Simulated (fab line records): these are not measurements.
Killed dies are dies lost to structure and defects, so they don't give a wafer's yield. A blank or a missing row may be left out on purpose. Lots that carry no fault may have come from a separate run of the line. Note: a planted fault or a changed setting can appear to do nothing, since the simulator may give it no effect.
fab line records	flow n5_finfet
record: lots: 10	wafers: 28	last_day: 20
route steps=1938 shown BEOL_M0_SAQP@632 BEOL_M4@1111 PASSIVATION@1936
lots untouched by any fault: they come from a run of this same line in which no faults occurred
start_h: hours from the record's opening day to when the first of the lot's shown wafers began	wait_h: hours elapsed since this lot's preceding step	" identical to the entry in the row above	L1.1+2: a row that stands for several wafers	- either no value or no given start	* or withheld: withheld	< > ~ a bound
route shown NAME@n: names a module that has steps shown in the file, with the first one's number in the route	usual: average and standard deviation across the fault-free wafers	same: alike in all rows	chamber/n: place in a boat	sites: the reading at each site	_std_site: standard deviation across them	_edge_site: the outer-site mean with the inner-site mean subtracted	radius_mm: how far each site lies from the wafer's centre	mask NAME#n: copy n	behind: the tool/chamber that last shaped the wafer	hold: what put the lot on hold/how long, in hours/how the hold closed	device: names the non-switching transistor (n, p or np)	end of line: the tests these same wafers got at the end of their route	for a step that has no rows: nothing shown but its recipe	killed: dies that structure and defects cost at the first sort, which is not the same as the wafer's yield	map: the dies of a wafer, with x for killed, . for not killed, _ for no die there
set.NAME: the setting the step ran with; set.NAME@STEP: the setting that earlier step ran with	model.NAME: the simulator's own value behind a step, which no gauge read
steps of the route over a sample of lots; a table a step, a row a wafer
services: when a tool's chamber went out of use (start_h, in hours from the record's first day, below 0 if earlier), for how many hours, and the reason
== steps ==
step: N5_BEOL_M0_SAQP_PECVD_00
recipe: material: SiCN	target_thk_a: 80	temp_c: withheld	precursor: 3MS/NH3	pressure_torr: 3	rf_w: 202	time_s: 14
usual: showerhead_plenum_p_Torr: 3.661/0.012	throttle_valve_pct: 8.8/0.53
lot.wafer	tool	chamber	start_h	wait_h	showerhead_plenum_p_Torr	throttle_valve_pct
L788.1	pecvd-04	1	108.28	0.2	3.660	9.1
L788.5	"	1	"	"	3.649	9.0
L788.6	"	0	"	"	3.664	9.1
L790.1	pecvd-02	2	117.37	0.2	3.678	8.3
L790.5	"	0	"	"	3.651	8.6
L790.6	"	2	"	"	3.668	8.1
L791.2	pecvd-01	2	127.19	0.2	3.627	10.1
L791.3	"	0	"	"	3.663	8.2
L791.6	"	0	"	"	3.665	8.5
L792.1	pecvd-01	2	133.10	0.2	3.629	9.9
L792.2	"	0	"	"	3.667	8.4
L792.4	"	1	"	"	3.668	9.2
L795.2	pecvd-02	0	144.71	0.2	3.658	8.1
L795.6	"	0	"	"	3.668	8.6
L796.4	pecvd-04	0	155.96	0.1	3.658	9.1
L796.5	"	1	"	"	3.656	9.0
L796.6	"	2	"	"	3.655	8.3
L797.1	pecvd-01	2	161.10	0.2	3.635	10.1
L797.4	"	2	"	"	3.638	10.1
L797.5	"	0	"	"	3.656	8.4
L807.1	pecvd-04	0	222.67	0.2	3.659	9.2
L807.4	"	0	"	"	3.670	9.3
L809.1	pecvd-01	1	232.87	0.2	3.664	8.3
L809.4	"	2	"	"	3.636	8.4
L809.6	"	1	"	"	3.666	8.5
L810.3	pecvd-01	1	235.90	0.2	3.669	8.3
L810.4	"	1	"	"	3.668	8.5
L810.5	"	0	"	"	3.667	8.6
step: N5_BEOL_M0_SAQP_CD_MEAS_14
recipe: target_cd_nm: 42.5	landing_energy_ev: 500	detector: se_inlens
usual: cd_nm: 42.6/0.37
lot.wafer	tool	chamber	start_h	wait_h	cd_nm
L788.1	cd_sem-02	0	111.03	-	42.5
L788.5	"	0	"	"	42.2
L788.6	"	0	"	"	42.4
L790.1	cd_sem-02	0	118.84	-	42.9
L790.5	"	0	"	"	43.1
L790.6	"	0	"	"	42.9
L791.2	cd_sem-02	0	128.92	-	42.5
L791.3	"	0	"	"	42.8
L791.6	"	0	"	"	42.4
L792.1	cd_sem-02	0	133.88	-	42.5
L792.2	"	0	"	"	42.2
L792.4	"	0	"	"	41.7
L795.2	cd_sem-01	0	147.45	-	42.2
L795.6	"	0	"	"	42.3
L796.4	cd_sem-01	0	157.08	-	42.4
L796.5	"	0	"	"	42.1
L796.6	"	0	"	"	42.3
L797.1	cd_sem-01	0	163.89	-	42.0
L797.4	"	0	"	"	42.4
L797.5	"	0	"	"	42.1
L807.1	cd_sem-03	0	224.04	-	42.4
L807.4	"	0	"	"	43.1
L809.1	cd_sem-02	0	234.43	-	42.1
L809.4	"	0	"	"	42.2
L809.6	"	0	"	"	42.2
L810.3	cd_sem-02	0	238.13	-	42.0
L810.4	"	0	"	"	42.6
L810.5	"	0	"	"	42.2
step: N5_BEOL_M0_SAQP_INSPECT_16
recipe: mode: adi	inspect_instrument: brightfield
usual: raw_defect_count: 498/120
lot.wafer	tool	chamber	start_h	wait_h	raw_defect_count
L788.1	defect_inspect-02	-	111.09	0.0	563
L788.5	"	-	"	"	477
L788.6	"	-	"	"	410
L790.1	defect_inspect-01	-	118.89	0.0	525
L790.5	"	-	"	"	405
L790.6	"	-	"	"	439
L791.2	defect_inspect-01	-	128.98	0.0	743
L791.3	"	-	"	"	521
L791.6	"	-	"	"	405
L792.1	defect_inspect-02	-	133.93	0.0	569
L792.2	"	-	"	"	621
L792.4	"	-	"	"	661
L795.2	defect_inspect-02	-	147.50	0.0	584
L795.6	"	-	"	"	414
L796.4	defect_inspect-02	-	157.13	0.0	587
L796.5	"	-	"	"	558
L796.6	"	-	"	"	448
L797.1	defect_inspect-02	-	163.95	0.0	598
L797.4	"	-	"	"	565
L797.5	"	-	"	"	432
L807.1	defect_inspect-01	-	224.10	0.0	516
L807.4	"	-	"	"	399
L809.1	defect_inspect-01	-	234.48	0.0	544
L809.4	"	-	"	"	488
L809.6	"	-	"	"	421
L810.3	defect_inspect-02	-	238.18	0.0	531
L810.4	"	-	"	"	553
L810.5	"	-	"	"	501
step: N5_BEOL_M0_SAQP_ETCH_83
recipe: chemistry: CF4	target: SiARC	target_depth_a: 390	mask_material: CAR-ArF	time_s: 65	ion_energy_ev: 80	pressure_mtorr: 40	source_w: 545	bias_w: 36	Ar_flow_sccm: 100	cf4_flow_sccm: 100	ends: cleared
usual: drypump_motor_current_A: 5.8/0.38	etch_rf_on_time_s: 64.9/1.4	mfc_ar_sccm: 100.0/0.34	oes_product_au: 0.68/0.084	rf_vpp_V: 184.1/1.3	showerhead_plenum_p_Torr: 2.13/0.074	throttle_valve_pct: 15.49/0.21
lot.wafer	tool	chamber	start_h	wait_h	drypump_motor_current_A	etch_rf_on_time_s	mfc_ar_sccm	oes_product_au	rf_hours_counter_h	rf_vpp_V	showerhead_plenum_p_Torr	throttle_valve_pct
L788.1	rie_diel-06	0	111.16	0.0	5.9	66.4	99.8	0.59	249	183.4	2.11	15.47
L788.5	"	2	"	"	5.2	64.9	99.6	0.57	-	184.7	2.20	15.63
L788.6	"	3	"	"	6.3	66.2	99.7	0.68	-	183.5	2.01	15.40
L790.1	rie_diel-01	1	119.07	0.0	6.1	64.1	100.4	0.69	91	181.0	2.08	15.49
L790.5	"	3	"	"	6.4	64.8	100.0	0.68	-	185.0	2.23	15.68
L790.6	"	0	"	"	6.1	61.9	100.1	0.71	-	181.0	1.99	15.64
L791.2	rie_diel-06	3	129.05	0.0	6.3	66.7	100.4	0.67	105	182.0	2.01	15.38
L791.3	"	1	"	"	5.7	65.3	100.0	0.59	208	185.5	2.20	15.55
L791.6	"	3	"	"	6.3	67.0	100.4	0.67	-	182.9	2.01	15.42
L792.1	rie_diel-04	0	134.00	0.0	5.7	65.2	99.3	0.64	138	183.0	2.14	15.51
L792.2	"	1	"	"	6.3	65.5	100.0	0.61	238	184.0	2.19	16.09
L792.4	"	3	"	"	5.3	61.9	99.8	0.80	24	186.1	2.19	15.43
L795.2	rie_diel-06	3	147.57	0.0	6.3	65.8	100.0	0.67	110	181.4	2.00	15.43
L795.6	"	3	"	"	6.3	66.0	100.0	0.67	-	182.4	2.00	15.43
L796.4	rie_diel-06	2	157.19	0.0	5.2	64.0	100.5	0.57	240	186.0	2.20	15.67
L796.5	"	0	"	"	5.9	65.2	100.0	0.80	-	184.7	2.11	15.01
L796.6	"	3	"	"	6.3	66.1	100.3	0.66	-	182.9	2.00	15.43
L797.1	rie_diel-04	0	164.02	0.0	5.7	65.8	99.4	0.63	147	185.3	2.14	15.51
L797.4	"	3	"	"	5.2	62.5	99.9	0.78	32	184.5	2.18	15.46
L797.5	"	3	"	"	5.2	62.3	99.7	0.78	-	184.4	2.18	15.46
L807.1	rie_diel-06	1	224.17	0.0	5.7	122.1	99.9	0.48	237	184.1	2.19	15.61
L807.4	"	3	"	"	6.3	66.0	100.6	0.66	-	182.8	2.00	15.46
L809.1	rie_diel-04	3	234.55	0.0	5.2	62.5	100.2	0.74	56	185.6	2.17	15.51
L809.4	"	2	"	"	5.9	65.1	100.1	0.75	39	182.9	2.09	15.52
L809.6	"	1	"	"	6.3	62.8	100.3	0.82	-	184.3	2.19	15.60
L810.3	rie_diel-01	1	238.61	0.0	6.1	64.6	100.0	0.66	130	183.9	2.06	15.57
L810.4	"	2	"	"	6.0	61.6	100.0	0.80	15	184.7	2.19	15.16
L810.5	"	1	"	"	6.1	64.7	99.9	0.66	-	182.9	2.06	15.56
step: N5_BEOL_M4_RC_MEAS_101
usual: DIBL_N: 37.0/1.6	DIBL_P: 37.0/2.1	IOFF_N: 0.17/0.032	IOFF_P: 0.22/0.043	ION_N: 679/13	ION_P: 465/9.5	SS_N: 71.7/0.59	SS_P: 73.6/0.64	VT_N: 249/3.2	VT_P: -249/4.1
lot.wafer	tool	chamber	start_h	wait_h	DIBL_N[mV/V]	DIBL_P[mV/V]	IOFF_N[nA/um]	IOFF_P[nA/um]	ION_N[uA/um]	ION_P[uA/um]	SS_N[mV/dec]	SS_P[mV/dec]	VT_N[mV]	VT_P[mV]
L788.1	prober-01	0	237.33	0.0	36.1	34.2	0.13	0.17	663	454	71.3	73.7	252	-257
L788.5	"	0	"	"	37.7	34.9	0.15	0.18	662	453	71.9	73.6	252	-256
L788.6	"	0	"	"	35.1	34.2	0.12	0.17	656	450	72.3	73.1	257	-255
L792.1	prober-02	0	237.69	0.0	39.1	40.2	0.24	0.30	680	467	72.0	74.4	245	-247
L792.2	"	0	"	"	34.8	35.0	0.13	0.19	659	463	71.8	73.2	254	-249
L792.4	"	0	"	"	36.4	37.1	0.18	0.23	685	468	72.3	73.3	250	-248
L790.1	prober-01	0	239.38	0.0	37.1	37.7	0.15	0.20	663	453	72.1	74.2	252	-254
L790.5	"	0	"	"	36.9	37.9	0.15	0.20	678	467	71.6	74.0	253	-254
L790.6	"	0	"	"	35.1	35.9	0.13	0.19	679	467	71.2	73.1	253	-250
L791.2	prober-02	0	255.41	0.2	39.7	40.1	0.21	0.25	700	472	72.9	74.7	248	-249
L791.3	"	0	"	"	36.7	36.3	0.14	0.18	675	464	71.8	73.7	254	-253
L791.6	"	0	"	"	38.7	38.5	0.18	0.22	689	468	72.4	74.1	248	-253
L795.2	prober-01	0	277.87	0.2	39.5	38.6	0.20	0.24	681	461	72.1	72.5	247	-249
L795.6	"	0	"	"	38.1	37.6	0.16	0.23	688	471	71.3	73.8	249	-249
L796.4	prober-01	0	295.91	0.5	38.4	38.6	0.20	0.24	692	471	71.3	73.9	246	-247
L796.5	"	0	"	"	38.3	39.0	0.21	0.25	705	473	71.4	74.3	243	-247
L796.6	"	0	"	"	37.5	37.0	0.18	0.22	677	462	71.6	73.4	249	-248
L797.1	prober-01	0	304.39	0.0	36.2	35.0	0.14	0.16	657	448	71.7	73.6	252	-256
L797.4	"	0	"	"	38.7	38.3	0.18	0.22	670	455	71.6	74.2	249	-253
L797.5	"	0	"	"	39.8	39.8	0.23	0.25	679	463	72.4	74.3	245	-249
L807.1	prober-02	0	343.28	0.0	35.7	35.7	0.15	0.22	668	463	72.1	73.2	249	-248
L807.4	"	0	"	"	36.7	36.9	0.16	0.21	670	458	71.7	74.2	252	-249
L809.1	prober-01	0	351.16	0.0	35.7	37.3	0.13	0.16	671	455	71.9	73.7	256	-257
L809.4	"	0	"	"	35.9	37.6	0.14	0.17	675	451	71.2	73.8	251	-258
L809.6	"	0	"	"	35.4	36.7	0.13	0.16	655	441	71.5	73.3	251	-259
L810.3	prober-02	0	375.05	0.3	38.4	39.5	0.22	0.32	700	492	71.9	74.2	243	-240
L810.4	"	0	"	"	39.6	40.4	0.26	0.36	719	489	72.6	75.2	241	-240
L810.5	"	0	"	"	39.7	40.2	0.25	0.35	707	487	72.2	74.7	242	-238
step: N5_PASSIVATION_PROBE_49
usual: defect_limited_yield: 91.2/1.6	killed_at_M0_to_M3: 33/11	killed_at_M4_up: 14/5	killed_at_contacts: 12/5.8	killed_at_front_end: 41/12	killed_at_other: 3.5/2.9	killed_dies: 104/19	killed_open: 68/14	killed_short: 34/8.8	sort_bin_4_leakage: 0.00/0.017	sort_bin_5_function: 5.2/1.1	sort_bin_6_memory: 3.2/0.71	sort_n_pass: 1076/19	sort_yield_pct: 91.2/1.6
same: gross_dies: 1180	killed_at_back_side: 0	sort_bin_8_speed[%]: 0
lot.wafer	tool	chamber	start_h	wait_h	defect_limited_yield[%]	killed_at_M0_to_M3	killed_at_M4_up	killed_at_contacts	killed_at_front_end	killed_at_other	killed_dies	killed_open	killed_short	sort_bin_4_leakage[%]	sort_bin_5_function[%]	sort_bin_6_memory[%]	sort_n_pass	sort_yield_pct[%]
L788.1	prober-01	-	344.71	0.5	92.9	15	19	10	36	4	84	53	31	0	4.2	2.7	1096	92.9
L788.5	prober-01	-	344.91	0.7	92.7	36	11	11	26	2	86	57	27	0	4.4	2.5	1094	92.7
L788.6	prober-01	-	344.96	0.7	91.9	27	15	21	32	0	95	70	25	0	5.2	2.8	1085	91.9
L790.1	prober-01	-	349.00	0.0	90.1	30	14	12	54	7	117	79	35	0	5.7	4.0	1063	90.1
L790.5	prober-01	-	349.20	0.2	91.4	37	13	5	45	1	101	61	39	0	4.7	3.5	1079	91.4
L790.6	prober-01	-	349.25	0.3	91.0	23	8	13	56	6	106	66	40	0	5.7	3.0	1074	91.0
L792.1	prober-02	-	350.63	0.0	91.7	23	11	7	57	0	98	58	38	0	5.2	2.5	1082	91.7
L792.2	prober-02	-	350.68	0.1	90.9	35	9	10	52	1	107	59	45	0	5.5	3.2	1073	90.9
L792.4	prober-02	-	350.78	0.2	89.7	37	29	16	40	0	122	75	37	0	5.6	3.8	1058	89.7
L791.2	prober-01	-	362.87	0.1	92.7	25	20	19	21	1	86	60	25	0	4.0	3.1	1094	92.7
L791.3	prober-01	-	362.92	0.1	91.8	32	9	29	27	0	97	71	26	0	4.7	3.2	1083	91.8
L791.6	prober-01	-	363.07	0.3	91.3	35	22	19	24	3	103	72	31	0	5.3	3.2	1077	91.3
L795.2	prober-02	-	385.76	0.1	91.9	31	11	18	35	1	96	68	28	0	4.5	3.5	1084	91.9
L795.6	prober-02	-	385.96	0.3	92.7	20	8	8	46	4	86	63	22	0	4.2	3.0	1094	92.7
L796.4	prober-02	-	398.01	0.2	90.9	23	10	24	43	7	107	70	37	0	5.0	3.6	1073	90.9
L796.5	prober-02	-	398.06	0.2	89.4	48	15	16	41	5	125	72	49	0	6.1	4.1	1055	89.4
L796.6	prober-02	-	398.11	0.3	89.0	43	7	21	55	4	130	86	44	0	7.6	3.1	1050	89.0
L797.1	prober-01	-	411.07	0.0	90.5	26	14	15	57	0	112	82	28	0	5.9	3.2	1068	90.5
L797.4	prober-01	-	411.22	0.2	90.2	33	11	21	50	1	116	68	47	0	5.5	4.0	1064	90.2
L797.5	prober-01	-	411.27	0.2	88.6	40	19	17	56	2	134	91	43	0	6.8	4.0	1046	88.6
L807.1	prober-02	-	452.80	0.0	91.3	26	12	19	43	3	103	60	43	0	4.9	3.2	1077	91.3
L807.4	prober-02	-	452.95	0.2	91.6	24	12	13	47	3	99	72	27	0	4.9	3.1	1081	91.6
L809.1	prober-02	-	457.75	0.0	92.9	27	22	6	28	1	84	63	20	0	4.4	2.6	1096	92.9
L809.4	prober-02	-	457.90	0.2	90.7	33	23	17	29	8	110	70	40	0	5.8	3.3	1070	90.7
L809.6	prober-02	-	458.00	0.3	90.1	41	14	20	41	1	117	78	38	0	5.0	4.7	1063	90.1
L810.3	prober-01	-	484.73	0.1	90.4	52	18	7	36	0	113	78	33	0	5.3	4.1	1067	90.4
L810.4	prober-01	-	484.78	0.2	91.4	33	18	9	42	0	102	70	31	0.08	4.8	3.4	1077	91.3
L810.5	prober-01	-	484.83	0.2	89.3	49	11	13	53	0	126	95	30	0	6.4	4.2	1054	89.3
killed by level:class
L788.1 BEOL_M4:geometric_particle:open=10 FIN_SAQP:geometric_particle:open=6 STI_FIN_REVEAL:geometric_particle:open=6 MOL_CONTACT_COAG:geometric_particle:open=6 FIN_SAQP:geometric_particle:short=5 MOL_CONTACT_COAG:geometric_particle:short=4 BEOL_M0_SAQP:geometric_particle:short=4 STARTING-WAFER:geometric_particle:open=4
L788.5 BEOL_M2:geometric_particle:open=13 BEOL_M3:geometric_particle:open=12 MOL_CONTACT_COAG:geometric_particle:open=7 STI_FIN_REVEAL:geometric_particle:open=5 FIN_SAQP:geometric_particle:short=4 BEOL_M4:geometric_particle:short=4 FIN_SAQP:geometric_particle:open=3 GATE_CUT:geometric_particle:open=3
L788.6 MOL_CONTACT_COAG:geometric_particle:open=18 FIN_SAQP:geometric_particle:open=12 BEOL_M2:geometric_particle:open=8 FIN_SAQP:geometric_particle:short=5 STI_FIN_REVEAL:geometric_particle:open=5 BEOL_M1:geometric_particle:open=5 BEOL_M3:geometric_particle:open=5 GATE_CUT:geometric_particle:short=4
L790.1 STI_FIN_REVEAL:geometric_particle:open=13 FIN_SAQP:geometric_particle:short=10 DUMMY_GATE:geometric_particle:open=8 MOL_CONTACT_COAG:geometric_particle:open=8 BEOL_M0_SAQP:geometric_particle:open=7 BEOL_M3:geometric_particle:open=7 BEOL_M2:geometric_particle:open=6 BEOL_M1:geometric_particle:open=5
L790.5 BEOL_M2:geometric_particle:open=10 FIN_SAQP:geometric_particle:short=8 BEOL_M0_SAQP:geometric_particle:short=8 FIN_SAQP:geometric_particle:open=7 BEOL_M4:geometric_particle:open=7 GATE_CUT:geometric_particle:open=6 BEOL_M1:geometric_particle:open=6 STARTING-WAFER:geometric_particle:short=6
L790.6 FIN_SAQP:geometric_particle:short=17 FIN_SAQP:geometric_particle:open=13 MOL_CONTACT_COAG:geometric_particle:open=11 STI_FIN_REVEAL:geometric_particle:open=7 BEOL_M2:geometric_particle:open=7 BEOL_M4:geometric_particle:open=6 BEOL_M2:geometric_particle:short=5 BEOL_M1:geometric_particle:open=4
L792.1 FIN_SAQP:geometric_particle:short=15 FIN_SAQP:geometric_particle:open=11 GATE_CUT:geometric_particle:short=6 BEOL_M2:geometric_particle:open=6 STI_FIN_REVEAL:geometric_particle:open=5 MOL_CONTACT_COAG:geometric_particle:open=5 STARTING-WAFER:geometric_particle:short=5 BEOL_M0_SAQP:geometric_particle:open=4
L792.2 FIN_SAQP:geometric_particle:short=20 FIN_SAQP:geometric_particle:open=11 MOL_CONTACT_COAG:geometric_particle:open=9 BEOL_M0_SAQP:geometric_particle:short=8 BEOL_M0:geometric_particle:open=6 BEOL_M0_SAQP:geometric_particle:open=6 STI_FIN_REVEAL:geometric_particle:open=4 BEOL_M3:geometric_particle:open=4
L792.4 BEOL_M4:geometric_particle:open=17 MOL_CONTACT_COAG:geometric_particle:open=11 BEOL_M2:geometric_particle:open=11 FIN_SAQP:geometric_particle:short=8 HKMG_FIN:area_etch=7 BEOL_M1:geometric_particle:open=6 BEOL_M3:geometric_particle:open=6 DUMMY_GATE:geometric_particle:open=5
L791.2 MOL_CONTACT_COAG:geometric_particle:open=14 BEOL_M4:geometric_particle:open=11 BEOL_M0_SAQP:geometric_particle:short=8 BEOL_M1:geometric_particle:open=7 GATE_CUT:geometric_particle:short=6 BEOL_M0_SAQP:geometric_particle:open=6 STARTING-WAFER:geometric_particle:open=5 STI_FIN_REVEAL:geometric_particle:open=4
L791.3 MOL_CONTACT_COAG:geometric_particle:open=20 STI_FIN_REVEAL:geometric_particle:open=11 BEOL_M1:geometric_particle:open=10 MOL_CONTACT_COAG:geometric_particle:short=9 BEOL_M0_SAQP:geometric_particle:open=7 BEOL_M2:geometric_particle:open=7 BEOL_M4:geometric_particle:open=5 FIN_SAQP:geometric_particle:open=4
L791.6 MOL_CONTACT_COAG:geometric_particle:open=12 BEOL_M4:geometric_particle:open=11 BEOL_M0_SAQP:geometric_particle:short=9 MOL_CONTACT_COAG:geometric_particle:short=7 BEOL_M0_SAQP:geometric_particle:open=7 FIN_SAQP:geometric_particle:open=6 BEOL_M1:geometric_particle:open=5 BEOL_M5:geometric_particle:open=5
L795.2 MOL_CONTACT_COAG:geometric_particle:open=13 BEOL_M3:geometric_particle:open=9 FIN_SAQP:geometric_particle:open=6 BEOL_M1:geometric_particle:open=6 STI_FIN_REVEAL:geometric_particle:open=5 DUMMY_GATE:geometric_particle:open=5 MOL_CONTACT_COAG:geometric_particle:short=5 BEOL_M0:geometric_particle:open=5
L795.6 FIN_SAQP:geometric_particle:open=17 GATE_CUT:geometric_particle:short=9 MOL_CONTACT_COAG:geometric_particle:open=7 STI_FIN_REVEAL:geometric_particle:open=6 BEOL_M0_SAQP:geometric_particle:short=5 BEOL_M2:geometric_particle:open=5 ILD0:geometric_particle:open=4 BEOL_M4:geometric_particle:open=4
L796.4 MOL_CONTACT_COAG:geometric_particle:open=18 FIN_SAQP:geometric_particle:short=9 FIN_SAQP:geometric_particle:open=8 STI_FIN_REVEAL:geometric_particle:open=7 MOL_CONTACT_COAG:geometric_particle:short=6 BEOL_M3:geometric_particle:open=6 BEOL_M4:geometric_particle:open=5 BEOL_M0_SAQP:geometric_particle:open=4
L796.5 BEOL_M3:geometric_particle:open=13 MOL_CONTACT_COAG:geometric_particle:open=12 BEOL_M0_SAQP:geometric_particle:short=11 BEOL_M0_SAQP:geometric_particle:open=11 STI_FIN_REVEAL:geometric_particle:open=8 ILD0:geometric_particle:short=6 GATE_CUT:geometric_particle:short=6 BEOL_M3:geometric_particle:short=6
L796.6 MOL_CONTACT_COAG:geometric_particle:open=18 STI_FIN_REVEAL:geometric_particle:open=17 BEOL_M0_SAQP:geometric_particle:short=10 FIN_SAQP:geometric_particle:short=9 BEOL_M1:geometric_particle:open=9 BEOL_M0_SAQP:geometric_particle:open=8 BEOL_M3:geometric_particle:open=7 ILD0:geometric_particle:short=6
L797.1 STI_FIN_REVEAL:geometric_particle:open=12 MOL_CONTACT_COAG:geometric_particle:open=12 BEOL_M2:geometric_particle:open=12 FIN_SAQP:geometric_particle:open=7 BEOL_M3:geometric_particle:open=7 FIN_SAQP:geometric_particle:short=6 DUMMY_GATE:geometric_particle:open=6 BEOL_M4:geometric_particle:open=6
L797.4 MOL_CONTACT_COAG:geometric_particle:open=15 FIN_SAQP:geometric_particle:open=12 FIN_SAQP:geometric_particle:short=8 ILD0:geometric_particle:short=8 BEOL_M0_SAQP:geometric_particle:short=8 BEOL_M2:geometric_particle:open=8 BEOL_M0_SAQP:geometric_particle:open=7 MOL_CONTACT_COAG:geometric_particle:short=6
L797.5 STI_FIN_REVEAL:geometric_particle:open=21 BEOL_M2:geometric_particle:open=17 MOL_CONTACT_COAG:geometric_particle:open=13 FIN_SAQP:geometric_particle:short=11 BEOL_M4:geometric_particle:open=10 BEOL_M0_SAQP:geometric_particle:short=9 BEOL_M0_SAQP:geometric_particle:open=6 GATE_CUT:geometric_particle:open=5
L807.1 FIN_SAQP:geometric_particle:open=11 MOL_CONTACT_COAG:geometric_particle:open=11 FIN_SAQP:geometric_particle:short=8 MOL_CONTACT_COAG:geometric_particle:short=8 BEOL_M2:geometric_particle:open=5 DUMMY_GATE:geometric_particle:open=5 GATE_CUT:geometric_particle:short=5 BEOL_M4:geometric_particle:open=5
L807.4 STI_FIN_REVEAL:geometric_particle:open=14 MOL_CONTACT_COAG:geometric_particle:open=12 DUMMY_GATE:geometric_particle:open=7 GATE_CUT:geometric_particle:short=6 FIN_SAQP:geometric_particle:open=5 BEOL_M3:geometric_particle:open=5 FIN_SAQP:geometric_particle:short=4 BEOL_M0_SAQP:geometric_particle:open=4
L809.1 BEOL_M4:geometric_particle:open=9 FIN_SAQP:geometric_particle:open=7 BEOL_M3:geometric_particle:open=7 BEOL_M0_SAQP:geometric_particle:open=7 BEOL_M0_SAQP:geometric_particle:short=6 GATE_CUT:geometric_particle:open=5 MOL_CONTACT_COAG:geometric_particle:open=5 STI_FIN_REVEAL:geometric_particle:open=4
L809.4 MOL_CONTACT_COAG:geometric_particle:open=11 BEOL_M4:geometric_particle:open=11 FIN_SAQP:geometric_particle:short=9 BEOL_M1:geometric_particle:open=9 FIN_SAQP:geometric_particle:open=7 MOL_CONTACT_COAG:geometric_particle:short=6 BEOL_M3:geometric_particle:open=6 BEOL_M2:geometric_particle:open=5
L809.6 MOL_CONTACT_COAG:geometric_particle:open=14 BEOL_M2:geometric_particle:open=12 FIN_SAQP:geometric_particle:open=10 FIN_SAQP:geometric_particle:short=10 BEOL_M0_SAQP:geometric_particle:short=7 BEOL_M4:geometric_particle:open=6 MOL_CONTACT_COAG:geometric_particle:short=6 BEOL_M0_SAQP:geometric_particle:open=6
L810.3 FIN_SAQP:geometric_particle:open=14 FIN_SAQP:geometric_particle:short=10 BEOL_M0_SAQP:geometric_particle:open=10 BEOL_M3:geometric_particle:open=9 BEOL_M0_SAQP:geometric_particle:short=9 MOL_CONTACT_COAG:geometric_particle:open=7 BEOL_M1:geometric_particle:open=7 BEOL_M2:geometric_particle:open=7
L810.4 FIN_SAQP:geometric_particle:open=13 BEOL_M4:geometric_particle:open=10 STI_FIN_REVEAL:geometric_particle:open=9 MOL_CONTACT_COAG:geometric_particle:open=9 FIN_SAQP:geometric_particle:short=8 BEOL_M3:geometric_particle:open=7 BEOL_M0:geometric_particle:open=5 ILD0:geometric_particle:short=4
L810.5 FIN_SAQP:geometric_particle:open=15 BEOL_M2:geometric_particle:open=13 BEOL_M1:geometric_particle:open=11 BEOL_M0:geometric_particle:open=9 MOL_CONTACT_COAG:geometric_particle:open=9 STI_FIN_REVEAL:geometric_particle:open=8 BEOL_M0_SAQP:geometric_particle:open=8 STARTING-WAFER:geometric_particle:open=7
== services ==
tool	chamber	start_h	hours	kind
rie_diel-06	1	98.68	2.0	repair
pecvd-02	-	111.59	2.0	repair
rie_diel-06	0	116.04	-	clean
rie_diel-06	0	116.04	-	consumable_replace:focus_ring
rie_diel-06	0	116.04	20.9	scheduled_down
rie_diel-06	0	116.04	20.9	vent_cycle
pecvd-01	1	140.93	-	clean
pecvd-01	1	140.93	29.5	scheduled_down
pecvd-01	1	140.93	29.5	vent_cycle
rie_diel-04	-	151.51	2.8	pm
pecvd-01	-	157.60	3.4	repair
rie_diel-01	0	166.24	2.4	repair
rie_diel-04	1	188.60	8.5	repair
rie_diel-06	1	193.88	1.5	repair
pecvd-02	-	199.40	48.9	repair
pecvd-01	2	202.38	-	clean
pecvd-01	2	202.38	-	consumable_replace:showerhead
pecvd-01	2	202.38	29.0	scheduled_down
pecvd-01	2	202.38	29.0	vent_cycle
rie_diel-06	2	206.48	-	clean
rie_diel-06	2	206.48	-	consumable_replace:focus_ring
pecvd-01	0	207.02	2.1	scheduled_down
rie_diel-06	3	227.99	10.4	repair
pecvd-01	-	238.27	2.4	repair
== key ==
first_sign: step: N5_BEOL_M0_SAQP_ETCH_83	reading: etch_rf_on_time_s	direction: up	sigmas: 42	usual: *	struck: *
effect none on later readings
met_at N5_BEOL_M0_SAQP_ETCH_83
struck_lots L807
struck_wafers L807.1
not_acting_at N5_BEOL_M0_SAQP_PECVD_00,N5_BEOL_M0_SAQP_CD_MEAS_14,N5_BEOL_M0_SAQP_INSPECT_16
onset_between 157.19 224.17
fault: kind: process_parameter_drift	tool: rie_diel-06	chamber: -	onset_h: 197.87	steps: N5_BEOL_M0_SAQP_ETCH_83	channel: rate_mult	offset: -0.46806	shape: step	end_h: 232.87	scope: struck_wafers_only
